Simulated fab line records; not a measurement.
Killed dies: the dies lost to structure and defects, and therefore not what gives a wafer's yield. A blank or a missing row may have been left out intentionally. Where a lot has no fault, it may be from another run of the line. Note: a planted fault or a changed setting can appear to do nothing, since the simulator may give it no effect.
fab line records -- flow n5Finfet
record lots=6, wafers=18, lastDay=17
route steps=1938 shown BEOL_M2@891 BEOL_M4@1111
lots that met no fault: from a run of the same line without faults
startH: hours from the record's first day to the start of the lot's first wafer shown -- waitH: hours since the lot's step before -- " repeats the value in the row above -- L1.1+2: a row that stands for several wafers -- - either no value or no given start -- * or withheld: withheld -- < > ~ a bound
route shown NAME@n: NAME is a module with steps in the file, n the number in the route of the first one -- usual: mean/standard deviation taken from wafers without a fault -- same: alike in all rows -- chamber/n: place in a boat -- sites: readings site by site -- _std_site: the standard deviation of these -- _edge_site: the outer-site mean with the inner-site mean subtracted -- radiusMm: how far each site lies from the wafer's centre -- mask NAME#n: copy n -- behind: tool/chamber where the wafer was last shaped -- hold: what put the lot on hold/how long, in hours/how the hold closed -- device: which transistor (n, p or np) failed to switch -- end of line: the same wafers' tests at the end of the route -- step lacking rows: just its recipe -- killed: the dies lost at the first sort to structure and to defects; this is not the yield of the wafer -- map: dies across one wafer; x = killed, . = not, _ = none there
set.NAME: the setting the step ran with; set.NAME@STEP: the setting that earlier step ran with -- model.NAME: the simulator's own value behind a step, which no gauge read
a table for each step, a row for each wafer; lots at some steps of the route
services: a tool's chamber out of use, with start hour (startH, from the record's first day; less than 0 if before it), hours out, and reason
## steps
# step N5_BEOL_M2_ETCH_41
# recipe chemistry=CH3F/O2, target=SiCN, targetDepthA=299, taperDeg=2, timeS=52.5, ionEnergyEv=120, maskMaterial=TiN, pressureMtorr=30, sourceW=395, biasW=75, Ar_flow_sccm=150, CH3F_flow_sccm=30, O2_flow_sccm=20
# usual drypumpMotorCurrentA=5.8/0.5, oesProductAu=0.77/0.077, rfVppV=297.7/1.7, showerheadPlenumPTorr=2.02/0.074, throttleValvePct=16.24/0.24
lot.wafer,tool,chamber,startH,waitH,drypumpMotorCurrentA,oesProductAu,rfHoursCounterH,rfVppV,showerheadPlenumPTorr,throttleValvePct
L332.2,rieDiel-03,3,-,-,6.3,0.79,122,296.0,1.93,16.23
L332.4,rieDiel-03,1,-,-,5.6,0.81,96,298.8,2.11,16.00
L332.6,rieDiel-03,0,-,-,6.3,0.92,-,296.2,1.96,16.13
L335.1,rieDiel-05,0,-,-,5.2,0.71,222,298.4,2.06,16.44
L335.4,rieDiel-05,2,-,-,6.3,0.70,197,297.0,1.99,16.48
L335.6,rieDiel-05,3,-,-,5.4,0.73,-,296.8,1.99,16.45
L347.1,rieDiel-03,1,-,-,5.7,0.77,124,301.0,2.10,16.05
L347.4,rieDiel-03,0,-,-,6.3,0.87,50,296.8,1.95,16.17
L347.5,rieDiel-03,1,-,-,5.7,0.77,-,299.1,2.10,16.03
L348.3,rieDiel-01,1,-,-,6.1,0.71,223,297.1,1.90,16.31
L348.4,rieDiel-01,2,-,-,5.3,0.80,103,299.7,2.11,16.11
L348.5,rieDiel-01,2,-,-,5.4,0.80,-,298.7,2.11,16.10
L351.1,rieDiel-01,3,-,-,5.1,0.77,98,298.6,2.10,16.05
L351.3,rieDiel-01,2,-,-,5.4,0.78,108,299.1,2.10,16.12
L351.4,rieDiel-01,1,-,-,6.1,0.69,228,294.6,1.90,16.33
L352.1,rieDiel-05,3,-,-,5.4,0.70,227,297.7,1.97,16.54
L352.2,rieDiel-05,1,-,-,6.2,0.90,23,296.9,1.95,16.03
L352.3,rieDiel-05,2,-,-,6.3,0.68,230,297.1,1.98,16.54
# step N5_BEOL_M2_STRIP_97
# recipe chemistry=N2/H2, timeS=10, powerW=450, tempC=40, pressureMtorr=20, rfFrequencyHz=6e+07, biasPowerW=7, n2FlowSccm=200, h2FlowSccm=200
# usual drypumpMotorCurrentA=5.8/0.5, oesProductAu=0.77/0.076, rfVppV=59.3/0.9, showerheadPlenumPTorr=2.56/0.095, throttleValvePct=23.5/0.32
lot.wafer,tool,chamber,startH,waitH,drypumpMotorCurrentA,oesProductAu,rfHoursCounterH,rfVppV,showerheadPlenumPTorr,throttleValvePct
L332.2,rieDiel-03,3,-,-,6.3,0.78,122,59.9,2.44,23.3
L332.4,rieDiel-03,1,-,-,5.7,0.78,96,60.3,2.66,23.0
L332.6,rieDiel-03,0,-,-,6.3,0.91,-,59.3,2.48,23.3
L335.1,rieDiel-05,0,-,-,5.2,0.71,222,60.3,2.61,23.7
L335.4,rieDiel-05,2,-,-,6.3,0.70,197,60.5,2.52,23.8
L335.6,rieDiel-05,3,-,-,5.4,0.73,-,61.3,2.53,23.8
L347.1,rieDiel-03,1,-,-,5.7,0.77,124,58.4,2.65,23.0
L347.4,rieDiel-03,0,-,-,6.3,0.86,50,59.9,2.47,23.4
L347.5,rieDiel-03,1,-,-,5.7,0.77,-,58.2,2.65,23.0
L348.3,rieDiel-01,1,-,-,6.1,0.70,223,60.2,2.41,23.3
L348.4,rieDiel-01,2,-,-,5.4,0.79,103,59.7,2.67,23.5
L348.5,rieDiel-01,2,-,-,5.4,0.78,-,60.3,2.67,23.5
L351.1,rieDiel-01,3,-,-,5.1,0.76,98,58.2,2.68,23.6
L351.3,rieDiel-01,2,-,-,5.4,0.78,108,60.1,2.67,23.5
L351.4,rieDiel-01,1,-,-,6.1,0.69,228,58.8,2.40,23.4
L352.1,rieDiel-05,3,-,-,5.4,0.70,227,58.9,2.52,23.8
L352.2,rieDiel-05,1,-,-,6.2,0.90,23,57.9,2.49,23.6
L352.3,rieDiel-05,2,-,-,6.3,0.69,230,60.7,2.51,23.9
# step N5_BEOL_M2_OCD_MEAS_38
# usual trenchDepthNm=54.8/0.84
lot.wafer,tool,chamber,startH,waitH,trenchDepthNm
L332.2,ocd-01,-,162.08,-,54.9
L332.4,ocd-01,-,162.08,-,54.9
L332.6,ocd-01,-,162.08,-,56.1
L335.1,ocd-02,-,183.48,-,53.9
L335.4,ocd-02,-,183.48,-,54.4
L335.6,ocd-02,-,183.48,-,54.1
L347.1,ocd-02,-,243.83,-,55.1
L347.4,ocd-02,-,243.83,-,55.9
L347.5,ocd-02,-,243.83,-,55.2
L348.3,ocd-01,-,258.41,-,54.1
L348.4,ocd-01,-,258.41,-,55.7
L348.5,ocd-01,-,258.41,-,56.1
L351.1,ocd-02,-,274.58,-,55.6
L351.3,ocd-02,-,274.58,-,55.5
L351.4,ocd-02,-,274.58,-,54.0
L352.1,ocd-02,-,279.11,-,54.8
L352.2,ocd-02,-,279.11,-,55.9
L352.3,ocd-02,-,279.11,-,55.3
# step N5_BEOL_M2_HM_STRIP_39
# recipe chemistry=peroxideTinStrip, material=TiN, targetDepthA=250, tempC=50, timeS=158
# step N5_BEOL_M2_SRD_40
# recipe timeS=30, tempC=23, rinseLiquid=diw, dry=ipaMarangoni
# step N5_BEOL_M2_PRECLEAN_42
# recipe chemistry=residueRemover, timeS=60, tempC=40
# step N5_BEOL_M2_SRD_43
# recipe timeS=30, tempC=23, rinseLiquid=diw, dry=ipaMarangoni
# step N5_BEOL_M2_CD_MEAS_35
# recipe targetCdNm=18, targetCdYNm=22.2, polarity=opening
# usual cdNm=18.0/0.32
lot.wafer,tool,chamber,startH,waitH,cdNm
L332.2,cdSem-03,-,162.23,0.0,17.8
L332.4,cdSem-03,-,162.23,0.0,17.9
L332.6,cdSem-03,-,162.23,0.0,17.7
L335.1,cdSem-03,-,183.63,0.0,18.4
L335.4,cdSem-03,-,183.63,0.0,18.1
L335.6,cdSem-03,-,183.63,0.0,18.0
L347.1,cdSem-02,-,244.09,0.0,18.3
L347.4,cdSem-02,-,244.09,0.0,18.4
L347.5,cdSem-02,-,244.09,0.0,17.7
L348.3,cdSem-02,-,258.56,0.0,18.3
L348.4,cdSem-02,-,258.56,0.0,18.0
L348.5,cdSem-02,-,258.56,0.0,18.1
L351.1,cdSem-02,-,274.75,0.0,18.3
L351.3,cdSem-02,-,274.75,0.0,18.2
L351.4,cdSem-02,-,274.75,0.0,18.5
L352.1,cdSem-01,-,279.26,0.0,18.0
L352.2,cdSem-01,-,279.26,0.0,17.9
L352.3,cdSem-01,-,279.26,0.0,18.1
# step N5_BEOL_M2_DEGAS_44
# recipe ambient=vacuum, tempC=250, timeS=60
# step N5_BEOL_M2_PRE_CLEAN_45
# recipe gas=H2/He, timeS=30, tempC=250
# usual heaterPowerW=341/40
lot.wafer,tool,chamber,startH,waitH,heaterPowerW
L332.2,pvdSputter-01,-,162.40,0.0,357
L332.4,pvdSputter-01,-,162.40,0.0,296
L332.6,pvdSputter-01,-,162.40,0.0,354
L335.1,pvdSputter-02,-,183.74,0.0,373
L335.4,pvdSputter-02,-,183.74,0.0,301
L335.6,pvdSputter-02,-,183.74,0.0,341
L347.1,pvdSputter-01,-,244.23,0.0,354
L347.4,pvdSputter-01,-,244.23,0.0,293
L347.5,pvdSputter-01,-,244.23,0.0,294
L348.3,pvdSputter-01,-,259.19,0.0,300
L348.4,pvdSputter-01,-,259.19,0.0,301
L348.5,pvdSputter-01,-,259.19,0.0,358
L351.1,pvdSputter-02,-,275.20,0.0,331
L351.3,pvdSputter-02,-,275.20,0.0,306
L351.4,pvdSputter-02,-,275.20,0.0,378
L352.1,pvdSputter-01,-,279.59,0.0,348
L352.2,pvdSputter-01,-,279.59,0.0,287
L352.3,pvdSputter-01,-,279.59,0.0,345
# step N5_BEOL_M2_ALD_84
# recipe material=TaN, targetThkA=*, tempC=275, aldPrecursorFamily=PDMAT, aldCoReactant=NH3, pressureTorr=3, carrierFlowSccm=1500, pulseTimeS=2, purgeTimeS=3, coReactantPurgeTimeS=2, coReactantPulseTimeS=3, aldCycles=30, precursorVesselTempC=75, precursorVesselPressureTorr=26.25, precursorVesselCarrierSccm=1000
# usual heaterPowerW=436/42, mfcCarrierSccm=1500/4.9
lot.wafer,tool,chamber,startH,waitH,heaterPowerW,mfcCarrierSccm
L332.2,aldMetal-04,2,162.50,0.1,487,1501
L332.4,aldMetal-04,0,162.50,0.1,356,1503
L332.6,aldMetal-04,1,162.50,0.1,453,1501
L335.1,aldMetal-04,1,183.80,0.0,462,1506
L335.4,aldMetal-04,3,183.80,0.0,418,1497
L335.6,aldMetal-04,1,183.80,0.0,456,1506
L347.1,aldMetal-02,3,244.40,0.1,431,1495
L347.4,aldMetal-02,2,244.40,0.1,466,1495
L347.5,aldMetal-02,2,244.40,0.1,465,1506
L348.3,aldMetal-04,2,259.35,0.1,492,1497
L348.4,aldMetal-04,0,259.35,0.1,352,1508
L348.5,aldMetal-04,3,259.35,0.1,416,1495
L351.1,aldMetal-04,0,275.31,0.1,364,1497
L351.3,aldMetal-04,1,275.31,0.1,464,1503
L351.4,aldMetal-04,1,275.31,0.1,456,1503
L352.1,aldMetal-04,0,279.65,0.0,364,1498
L352.2,aldMetal-04,1,279.65,0.0,455,1495
L352.3,aldMetal-04,2,279.65,0.0,502,1491
# step N5_BEOL_M2_SURFACE_TREAT_85
# recipe gas=Ar, timeS=*, ionEnergyEv=*, ionCurrentMaCm2=0.5, pressureMtorr=*, arFlowSccm=30
# usual throttleValvePct=*
lot.wafer,tool,chamber,startH,waitH,throttleValvePct
L332.2,pvdSputter-02,-,162.74,0.1,*
L332.4,pvdSputter-02,-,162.74,0.1,*
L332.6,pvdSputter-02,-,162.74,0.1,*
L335.1,pvdSputter-01,-,184.04,0.1,*
L335.4,pvdSputter-01,-,184.04,0.1,*
L335.6,pvdSputter-01,-,184.04,0.1,*
L347.1,pvdSputter-01,-,244.62,0.1,*
L347.4,pvdSputter-01,-,244.62,0.1,*
L347.5,pvdSputter-01,-,244.62,0.1,*
L348.3,pvdSputter-01,-,259.67,0.2,*
L348.4,pvdSputter-01,-,259.67,0.2,*
L348.5,pvdSputter-01,-,259.67,0.2,*
L351.1,pvdSputter-02,-,275.61,0.2,*
L351.3,pvdSputter-02,-,275.61,0.2,*
L351.4,pvdSputter-02,-,275.61,0.2,*
L352.1,pvdSputter-03,-,280.00,0.2,*
L352.2,pvdSputter-03,-,280.00,0.2,*
L352.3,pvdSputter-03,-,280.00,0.2,*
# step N5_BEOL_M2_CVD_47
# recipe material=Co, targetThkA=30, tempC=withheld, precursor=CCTBA/H2, pressureTorr=30, timeS=223.8
# usual runLengthS=246.5/0.6
lot.wafer,tool,chamber,startH,waitH,runLengthS
L332.2,cvdCo-02,1,163.03,0.3,246.0
L332.4,cvdCo-02,1,163.03,0.3,246.2
L332.6,cvdCo-02,0,163.03,0.3,246.3
L335.1,cvdCo-01,1,184.19,0.1,245.8
L335.4,cvdCo-01,1,184.19,0.1,245.7
L335.6,cvdCo-01,0,184.19,0.1,246.7
L347.1,cvdCo-01,1,244.68,0.0,168.4
L347.4,cvdCo-01,0,244.68,0.0,168.7
L347.5,cvdCo-01,1,244.68,0.0,168.7
L348.3,cvdCo-01,2,259.73,0.0,167.8
L348.4,cvdCo-01,2,259.73,0.0,167.9
L348.5,cvdCo-01,1,259.73,0.0,167.9
L351.1,cvdCo-02,0,275.67,0.0,247.1
L351.3,cvdCo-02,2,275.67,0.0,247.7
L351.4,cvdCo-02,1,275.67,0.0,246.3
L352.1,cvdCo-02,0,280.11,0.1,246.5
L352.2,cvdCo-02,1,280.11,0.1,246.4
L352.3,cvdCo-02,2,280.11,0.1,247.5
# step N5_BEOL_M2_SPUTTER_48
# recipe material=Cu, targetThkA=45, tempC=-20, chamberPressurePa=0.07, powerW=withheld, timeS=8.29
# step N5_BEOL_M4_RC_MEAS_101
# usual DIBL_N=36.3/1.4, DIBL_P=35.7/1.5, IOFF_N=0.155/0.022, IOFF_P=0.204/0.027, ION_N=671/9, ION_P=459/6.2, SS_N=71.5/0.54, SS_P=73.1/0.56, VT_N=250.2/2.6, VT_P=-251/3.3
lot.wafer,tool,chamber,startH,waitH,DIBL_N[mV/V],DIBL_P[mV/V],IOFF_N[nA/um],IOFF_P[nA/um],ION_N[uA/um],ION_P[uA/um],SS_N[mV/dec],SS_P[mV/dec],VT_N[mV],VT_P[mV]
L332.2,prober-02,0,189.28,0.2,36.4,36.6,0.172,0.187,686,458,71.3,72.9,246.6,-255
L332.4,prober-02,0,189.28,0.2,37.3,37.7,0.193,0.204,680,460,71.7,73.3,246.3,-249
L332.6,prober-02,0,189.28,0.2,36.6,36.6,0.175,0.199,688,465,70.5,73.0,246.0,-252
L335.1,prober-01,0,209.81,0.0,38.9,37.3,0.190,0.235,672,457,73.2,73.7,249.6,-247
L335.4,prober-01,0,209.81,0.0,38.5,37.5,0.190,0.238,684,461,72.6,73.1,247.2,-247
L335.6,prober-01,0,209.81,0.0,38.0,36.5,0.163,0.220,660,453,72.0,73.7,249.8,-251
L347.1,prober-01,0,274.32,0.0,35.4,35.2,0.139,0.192,674,453,71.2,73.7,252.0,-251
L347.4,prober-01,0,274.32,0.0,38.4,37.3,0.197,0.237,677,459,72.3,73.3,249.3,-250
L347.5,prober-01,0,274.32,0.0,34.9,34.4,0.131,0.195,666,458,71.2,72.7,251.6,-250
L348.3,prober-02,0,285.27,0.3,36.9,36.8,0.151,0.197,663,456,72.1,72.8,251.0,-252
L348.4,prober-02,0,285.27,0.3,36.3,36.5,0.154,0.206,656,457,71.2,72.5,252.0,-252
L348.5,prober-02,0,285.27,0.3,36.3,36.8,0.152,0.217,661,466,71.6,73.3,250.8,-250
L351.1,prober-01,0,302.64,0.0,33.8,33.7,0.109,0.164,647,454,70.6,72.3,256.1,-252
L351.3,prober-01,0,302.64,0.0,33.8,34.3,0.109,0.173,649,454,71.1,72.7,256.4,-251
L351.4,prober-01,0,302.64,0.0,35.0,34.6,0.123,0.178,657,457,71.2,73.0,253.4,-251
L352.1,prober-01,0,307.18,0.0,36.2,35.0,0.150,0.181,667,449,71.7,72.0,252.0,-255
L352.2,prober-01,0,307.18,0.0,36.1,34.8,0.150,0.182,665,453,71.3,72.3,251.1,-255
L352.3,prober-01,0,307.18,0.0,35.6,35.9,0.145,0.186,670,461,71.3,72.7,251.7,-253
## services
tool,chamber,startH,hours,kind
rieDiel-01,0,162.56,-,clean
rieDiel-01,0,162.56,-,consumableReplace:esc
rieDiel-01,0,162.56,-,consumableReplace:focusRing
rieDiel-01,0,162.56,21.0,scheduledDown
rieDiel-01,0,162.56,21.0,ventCycle
cvdCo-01,-,165.80,3.2,repair
aldMetal-04,2,171.51,8.3,repair
cvdCo-01,-,171.90,2.5,repair
rieDiel-05,1,202.25,-,clean
rieDiel-05,1,202.25,-,consumableReplace:focusRing
rieDiel-05,1,202.25,14.5,scheduledDown
rieDiel-05,1,202.25,14.5,ventCycle
rieDiel-01,0,225.59,5.0,repair
cvdCo-01,2,245.84,12.5,repair
rieDiel-01,1,246.01,6.7,repair
rieDiel-05,0,261.01,-,clean
rieDiel-05,0,261.01,-,consumableReplace:focusRing
rieDiel-05,0,261.01,24.8,scheduledDown
rieDiel-05,0,261.01,24.8,ventCycle
cvdCo-01,-,262.09,4.3,pm
aldMetal-04,2,274.46,2.0,repair
## key
firstSign step=N5_BEOL_M2_CVD_47, reading=runLengthS, direction=down, sigmas=99+, usual=*, struck=*
effect none on later readings
metAt N5_BEOL_M2_CVD_47
struckWafers L347.1,L347.4,L347.5,L348.3,L348.4,L348.5
onsetBetween 184.19 244.68
fault kind=processParameterDrift, tool=cvdCo-01, chamber=-, onsetH=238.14, steps=N5_BEOL_M2_CVD_47, channel=timeS, offset=*, shape=step, endH=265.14, actsIn=*, stated=*
